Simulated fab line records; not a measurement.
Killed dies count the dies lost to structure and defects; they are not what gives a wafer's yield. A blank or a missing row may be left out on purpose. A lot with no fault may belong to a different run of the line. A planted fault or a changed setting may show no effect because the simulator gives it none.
Comparing a struck lot with a sound one | flow n5 finfet | 16 steps out of a route of 1938
Sound: the wafers L880.2, L880.3, L880.5. The struck wafers were L888.1, L888.4, L888.5. The cause is named last.
Order at every step that has rows: each side's tool, ch and its chambers, its first start. Under that, the readings that differ: sound wafers | struck wafers | difference of the means | sigmas: that difference in standard deviations of wafers without a fault.
alike: readings whose means differ by less than 2 such deviations, and words and numbers that are the same on both sides. not compared: withheld readings, readings that some wafer has no value for, bounds like >300 that may hide the same value, and numbers for which the record gives no deviation and whose values overlap.
The two part at a step that has a row with sigmas, a row that says differs or no value, or rows on one side only. Numbers that have no deviation but don't overlap get no sigmas and don't part them. Lack of a reading on every wafer of one side parts them only where that side has two or more wafers.

N5_BEOL_M1_STRIP_97: strips in N2/H2, time 10 s.
  sound: rie diel-02 ch 0,1; struck: rie diel-01 ch 2,3
  reading                | sound             | struck            | difference | sigmas
  throttle valve pct (%) | 23.48 23.92 23.93 | 23.15 23.49 23.15 | -0.51      | -2
  alike: chamber pressure mTorr, drypump motor current A, h2 flow sccm, oes product au, rf vpp V, showerhead plenum p Torr
  not compared: rf hours counter h
N5_BEOL_M1_OCD_MEAS_38:
  sound on ocd-01 at day 8 10:44; struck on ocd-02 at day 10 01:02
  alike: trench depth nm
then, 4 steps without rows for these wafers: N5_BEOL_M1_HM_STRIP_39 (strips TiN in peroxide tin strip, target depth 25 nm, time 158 s); N5_BEOL_M1_SRD_40 (time 30 s); N5_BEOL_M1_PRECLEAN_42 (cleans in residue remover, time 60 s); N5_BEOL_M1_SRD_43 (time 30 s).
N5_BEOL_M1_CD_MEAS_35: target cd 18 nm, target cd y 21 nm.
  sound on cd sem-02 at day 8 10:53; struck on cd sem-01 at day 10 01:12
  alike: cd nm
N5_BEOL_M1_DEGAS_44: time 60 s.
  sound on pvd sputter-03 at day 8 11:25; struck on pvd sputter-03 at day 10 01:56
  alike: heater power w
N5_BEOL_M1_PRE_CLEAN_45: time 30 s.
  sound on pvd sputter-03 at day 8 11:27; struck on pvd sputter-03 at day 10 01:58
  alike: heater power w
then, 1 step without rows for these wafers: N5_BEOL_M1_ALD_84 (deposits TaN, pulse time 2 s, purge time 3 s, co reactant purge time 2 s).
N5_BEOL_M1_SURFACE_TREAT_85:
  sound on pvd sputter-02 at day 8 11:45; struck on pvd sputter-01 at day 10 02:32
  not compared: throttle valve pct
then, 1 step without rows for these wafers: N5_BEOL_M1_CVD_47 (deposits Co from CCTBA/H2, target thk 3 nm, time 223.8 s).
N5_BEOL_M1_SPUTTER_48: material Cu, target thk 4.5 nm, time 8.29 s.
  sound on pvd sputter-02 at day 8 11:59; struck on pvd sputter-01 at day 10 02:47
  no value came back on the struck wafers for chamber pressure pa (Pa), chuck gas flow sccm (sccm), substrate temp c (C), throttle valve pct (%); on the sound wafers chamber pressure pa (Pa) reads 0.06994 0.06995 0.06992
N5_BEOL_M1_ANNEAL_49: time 240 s.
  sound on pvd sputter-02 at day 8 12:04; struck on pvd sputter-01 at day 10 02:52
  alike: heater power w
N5_BEOL_M4_RC_MEAS_101:
  sound on prober-01 ch 0, day 10 01:55; struck on prober-01 ch 0, day 12 01:26
  alike: DIBL_N, DIBL_P, IOFF_N, IOFF_P, ION_N, ION_P, SS_N, SS_P, VT_N, VT_P
-- a jump in the record: the struck wafers' starts before and after are 4 days apart (it breaks off in module BEOL_M4 and resumes in module PASSIVATION, where the first step shown is number 1936 of the route) --
N5_PASSIVATION_PROBE_49:
  only the struck wafers here have rows in the record (prober-02, day 16 11:44); the sound ones have none

WHERE THEY PART
At N5_BEOL_M1_STRIP_97 first; at N5_PASSIVATION_PROBE_49 last (within this record only).

WHY: the cause the simulator had injected
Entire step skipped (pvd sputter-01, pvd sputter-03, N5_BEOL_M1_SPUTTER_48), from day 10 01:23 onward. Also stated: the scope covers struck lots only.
